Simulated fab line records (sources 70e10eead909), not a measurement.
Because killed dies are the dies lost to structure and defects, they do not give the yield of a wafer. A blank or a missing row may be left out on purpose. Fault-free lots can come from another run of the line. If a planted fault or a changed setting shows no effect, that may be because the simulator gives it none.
The tool behind it: which one? / flow nand harc / 6 lots, 18 wafers sampled, at 4 steps of a route of 1159

## WHAT THE GAUGES READ, wafer by wafer
NHARC_END_SORT_01.
lot=L431; measured=day 20 03:38; on=prober-01; killed at periphery=3 3 2
lot=L445; measured=day 22 18:03; on=prober-02; killed at periphery=1 1 4
lot=L451; measured=day 24 10:29; on=prober-01; killed at periphery=1 4 2
lot=L453; measured=day 24 00:30; on=prober-01; killed at periphery=4 4 5

## TOOL THAT RAN EACH LOT (tool first, then ch and the chambers of the sampled wafers, then the start)
lot=L431; NHARC_P_BONDPAD_PVD_27=pvd sputter-02, day 6 16:08; NHARC_THIN_TSV_ETCH_15=rie si-06 ch 2,3, day 19 03:42; NHARC_THIN_TSV_CMP_21=cmp-03 ch 0,2, day 19 07:24
lot=L434; NHARC_P_BONDPAD_PVD_27=pvd sputter-02, day 7 04:41; NHARC_THIN_TSV_ETCH_15=rie si-04 ch 0,1,2, day 18 23:26; NHARC_THIN_TSV_CMP_21=cmp-01 ch 0,1, day 19 03:05
lot=L436; NHARC_P_BONDPAD_PVD_27=pvd sputter-03, day 7 14:20; NHARC_THIN_TSV_ETCH_15=rie si-06 ch 0,1,3, day 19 09:45; NHARC_THIN_TSV_CMP_21=cmp-01 ch 0,2,3, day 19 13:23
lot=L445; NHARC_P_BONDPAD_PVD_27=pvd sputter-01, day 10 03:56; NHARC_THIN_TSV_ETCH_15=rie si-05 ch 0,1,2, day 22 04:58; NHARC_THIN_TSV_CMP_21=cmp-02 ch 0,1,2, day 22 08:59
lot=L451; NHARC_P_BONDPAD_PVD_27=pvd sputter-01, day 11 13:13; NHARC_THIN_TSV_ETCH_15=rie si-04 ch 1,3, day 23 20:11; NHARC_THIN_TSV_CMP_21=cmp-01 ch 0,2,3, day 23 23:40
lot=L453; NHARC_P_BONDPAD_PVD_27=pvd sputter-02, day 11 20:55; NHARC_THIN_TSV_ETCH_15=rie si-06 ch 0,1,3, day 23 08:35; NHARC_THIN_TSV_CMP_21=cmp-01 ch 1,2,3, day 23 12:07
- NHARC_P_BONDPAD_PVD_27: deposits Cu, target thk 30 nm, time 20.49 s.
- NHARC_THIN_TSV_ETCH_15: target depth 3000 nm, bosch target overetch cycles 2, bosch etch step 2.8 s.
- NHARC_THIN_TSV_CMP_21: polishes, t overpolish 30 s, target thk 2000 nm.

## THE ANSWER, worked out from the rows above alone
Rule: usual is defined by the lots themselves. The widest of any qualifying gaps counts: lots, ordered by their means at a reading, are off when they make up no more than a third of the lots, leave a main group of 4 or more, and stand apart from it by 3 or more times the standard deviation of that group's means. If all means in a main group match to the digits the tables above print for the reading, that group is not used. A lot without any number at a reading at which 4 lots or more have one is off too. Any other lot the step has rows for is counted as sound.
No lot is off at any reading shown: from this, nothing can be told.

## WHAT THE SIMULATOR HAD INSERTED
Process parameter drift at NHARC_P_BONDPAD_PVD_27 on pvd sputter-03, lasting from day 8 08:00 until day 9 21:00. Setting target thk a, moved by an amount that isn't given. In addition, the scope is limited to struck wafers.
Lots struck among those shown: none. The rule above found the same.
